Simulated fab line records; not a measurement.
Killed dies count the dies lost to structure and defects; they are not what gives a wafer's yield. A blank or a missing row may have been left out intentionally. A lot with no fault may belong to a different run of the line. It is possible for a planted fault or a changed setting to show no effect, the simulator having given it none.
Tool commonality check || flow n5-finfet || 9 lots, 26 wafers sampled

WHY THIS WAS OPENED
Flagged at N5_SD_EPI_N_CD_MEAS_09: reading cd-nm, on 2 of 9 lots. Fault-free wafers read 120.2 nm, with a standard deviation of 0.64.
Rule: flag the lot when none of its wafers has a number, or when each of its wafers that has one lies beyond 4 standard deviations from that mean. The rest of the lots are taken to be sound.

{"lot": "L318", "measured": "day 3 05:52", "on": "cd-sem-01", "cd-nm (nm), wafer by wafer": "119.6 119.6 119.1", "flag": ""}
{"lot": "L319", "measured": "day 3 12:48", "on": "cd-sem-03", "cd-nm (nm), wafer by wafer": "120.1 119.8 120.1", "flag": ""}
{"lot": "L321", "measured": "day 4 00:42", "on": "cd-sem-02", "cd-nm (nm), wafer by wafer": "109.8 109.8 110.1", "flag": "FLAGGED"}
{"lot": "L324", "measured": "day 4 17:46", "on": "cd-sem-01", "cd-nm (nm), wafer by wafer": "109.8 109.7 110.5", "flag": "FLAGGED"}
{"lot": "L333", "measured": "day 7 03:50", "on": "cd-sem-02", "cd-nm (nm), wafer by wafer": "121.5 120.6 121.1", "flag": ""}
{"lot": "L335", "measured": "day 7 15:11", "on": "cd-sem-01", "cd-nm (nm), wafer by wafer": "120.4 121.5 121.1", "flag": ""}
{"lot": "L336", "measured": "day 7 17:17", "on": "cd-sem-02", "cd-nm (nm), wafer by wafer": "120.8 120.0 120.0", "flag": ""}
{"lot": "L338", "measured": "day 8 07:06", "on": "cd-sem-03", "cd-nm (nm), wafer by wafer": "120.5 120.6", "flag": ""}
{"lot": "L339", "measured": "day 8 14:23", "on": "cd-sem-01", "cd-nm (nm), wafer by wafer": "121.5 120.9 121.2", "flag": ""}
On average the flagged lots' numbers are 110.0 nm, which is -10.2 nm against the usual, or -16 standard deviations.

EACH LOT AND THE TOOL IT RAN ON
The record holds 3 process steps before the reading, out of a route of 1938 steps. In each cell: the tool, then ch and the chambers that the sampled wafers went through, then the start.
{"lot": "L318", "flag": "", "N5_DUMMY_GATE_STRIP_41": "rie-diel-01 ch 0,2,3, day 3 04:07", "N5_DUMMY_GATE_ETCH_42": "rie-diel-02 ch 1,2,3, day 3 04:34", "N5_SD_EPI_N_PEB_07": "litho-track-02 ch 0, day 3 05:48"}
{"lot": "L319", "flag": "", "N5_DUMMY_GATE_STRIP_41": "rie-diel-06 ch 0,1,2, day 3 11:06", "N5_DUMMY_GATE_ETCH_42": "rie-diel-06 ch 0,1,2, day 3 11:40", "N5_SD_EPI_N_PEB_07": "litho-track-02 ch 0, day 3 12:44"}
{"lot": "L321", "flag": "FLAGGED", "N5_DUMMY_GATE_STRIP_41": "rie-diel-06 ch 0,1,3, day 3 22:52", "N5_DUMMY_GATE_ETCH_42": "rie-diel-01 ch 0,3, day 3 23:28", "N5_SD_EPI_N_PEB_07": "litho-track-02 ch 0, day 4 00:38"}
{"lot": "L324", "flag": "FLAGGED", "N5_DUMMY_GATE_STRIP_41": "rie-diel-01 ch 0,1, day 4 16:11", "N5_DUMMY_GATE_ETCH_42": "rie-diel-06 ch 2,3, day 4 16:39", "N5_SD_EPI_N_PEB_07": "litho-track-02 ch 0, day 4 17:41"}
{"lot": "L333", "flag": "", "N5_DUMMY_GATE_STRIP_41": "rie-diel-01 ch 0,1,3, day 7 02:08", "N5_DUMMY_GATE_ETCH_42": "rie-diel-06 ch 1,3, day 7 02:35", "N5_SD_EPI_N_PEB_07": "litho-track-03 ch 0, day 7 03:46"}
{"lot": "L335", "flag": "", "N5_DUMMY_GATE_STRIP_41": "rie-diel-06 ch 1,2,3, day 7 11:14", "N5_DUMMY_GATE_ETCH_42": "rie-diel-01 ch 0,2, day 7 11:41", "N5_SD_EPI_N_PEB_07": "litho-track-01 ch 0, day 7 15:07"}
{"lot": "L336", "flag": "", "N5_DUMMY_GATE_STRIP_41": "rie-diel-06 ch 0,1,2, day 7 15:36", "N5_DUMMY_GATE_ETCH_42": "rie-diel-01 ch 1,2, day 7 16:03", "N5_SD_EPI_N_PEB_07": "litho-track-02 ch 0, day 7 17:14"}
{"lot": "L338", "flag": "", "N5_DUMMY_GATE_STRIP_41": "rie-diel-02 ch 0,3, day 8 05:32", "N5_DUMMY_GATE_ETCH_42": "rie-diel-02 ch 0,1, day 8 05:59", "N5_SD_EPI_N_PEB_07": "litho-track-03 ch 0, day 8 07:02"}
{"lot": "L339", "flag": "", "N5_DUMMY_GATE_STRIP_41": "rie-diel-02 ch 0,2,3, day 8 12:37", "N5_DUMMY_GATE_ETCH_42": "rie-diel-06 ch 1,2,3, day 8 13:04", "N5_SD_EPI_N_PEB_07": "litho-track-03 ch 0, day 8 14:19"}
These steps, and what they do:
- N5_DUMMY_GATE_STRIP_41: strips in O2.
- N5_DUMMY_GATE_ETCH_42: etches SiO2 in CHF3/O2, target depth 3.5 nm, time 31 s.
- N5_SD_EPI_N_PEB_07: peb time 60 s.
- N5_SD_EPI_N_CD_MEAS_09: target cd 120 nm.

FLAGGED OVER TOTAL, TOOL BY TOOL (the gauges that took the reading come last)
{"step": "N5_DUMMY_GATE_STRIP_41", "tool": "rie-diel-01", "lots run": 3, "flagged": 1, "share of the flagged lots": "some", "sound lots run after its first flagged lot": "1 (L333)"}
{"step": "N5_DUMMY_GATE_STRIP_41", "tool": "rie-diel-02", "lots run": 2, "flagged": 0, "share of the flagged lots": "none", "sound lots run after its first flagged lot": "-"}
{"step": "N5_DUMMY_GATE_STRIP_41", "tool": "rie-diel-06", "lots run": 4, "flagged": 1, "share of the flagged lots": "some", "sound lots run after its first flagged lot": "2 (L335,L336)"}
{"step": "N5_DUMMY_GATE_ETCH_42", "tool": "rie-diel-01", "lots run": 3, "flagged": 1, "share of the flagged lots": "some", "sound lots run after its first flagged lot": "2 (L335,L336)"}
{"step": "N5_DUMMY_GATE_ETCH_42", "tool": "rie-diel-02", "lots run": 2, "flagged": 0, "share of the flagged lots": "none", "sound lots run after its first flagged lot": "-"}
{"step": "N5_DUMMY_GATE_ETCH_42", "tool": "rie-diel-06", "lots run": 4, "flagged": 1, "share of the flagged lots": "some", "sound lots run after its first flagged lot": "2 (L333,L339)"}
{"step": "N5_SD_EPI_N_PEB_07", "tool": "litho-track-01", "lots run": 1, "flagged": 0, "share of the flagged lots": "none", "sound lots run after its first flagged lot": "-"}
{"step": "N5_SD_EPI_N_PEB_07", "tool": "litho-track-02", "lots run": 5, "flagged": 2, "share of the flagged lots": "all", "sound lots run after its first flagged lot": "1 (L336)"}
{"step": "N5_SD_EPI_N_PEB_07", "tool": "litho-track-03", "lots run": 3, "flagged": 0, "share of the flagged lots": "none", "sound lots run after its first flagged lot": "-"}
{"step": "N5_SD_EPI_N_CD_MEAS_09", "tool": "cd-sem-01", "lots run": 4, "flagged": 1, "share of the flagged lots": "some", "sound lots run after its first flagged lot": "2 (L335,L339)"}
{"step": "N5_SD_EPI_N_CD_MEAS_09", "tool": "cd-sem-02", "lots run": 3, "flagged": 1, "share of the flagged lots": "some", "sound lots run after its first flagged lot": "2 (L333,L336)"}
{"step": "N5_SD_EPI_N_CD_MEAS_09", "tool": "cd-sem-03", "lots run": 2, "flagged": 0, "share of the flagged lots": "none", "sound lots run after its first flagged lot": "-"}

WHAT THE TABLE PERMITS
Rows of the table that ran each flagged lot: 1, that is litho-track-02 at N5_SD_EPI_N_PEB_07.
- litho-track-02 at N5_SD_EPI_N_PEB_07 ran 5 lots, 2 of them flagged. Sound lots ran on it after the first flagged one (L336), which a lasting fault on the whole tool wouldn't allow. Its own readings (plate-temp-C) fall more than 4 standard deviations out on all wafers of the flagged lots.
There is no row in the table that ran each flagged lot and no sound lot after the first.

WHAT THE SIMULATOR HAD INSERTED
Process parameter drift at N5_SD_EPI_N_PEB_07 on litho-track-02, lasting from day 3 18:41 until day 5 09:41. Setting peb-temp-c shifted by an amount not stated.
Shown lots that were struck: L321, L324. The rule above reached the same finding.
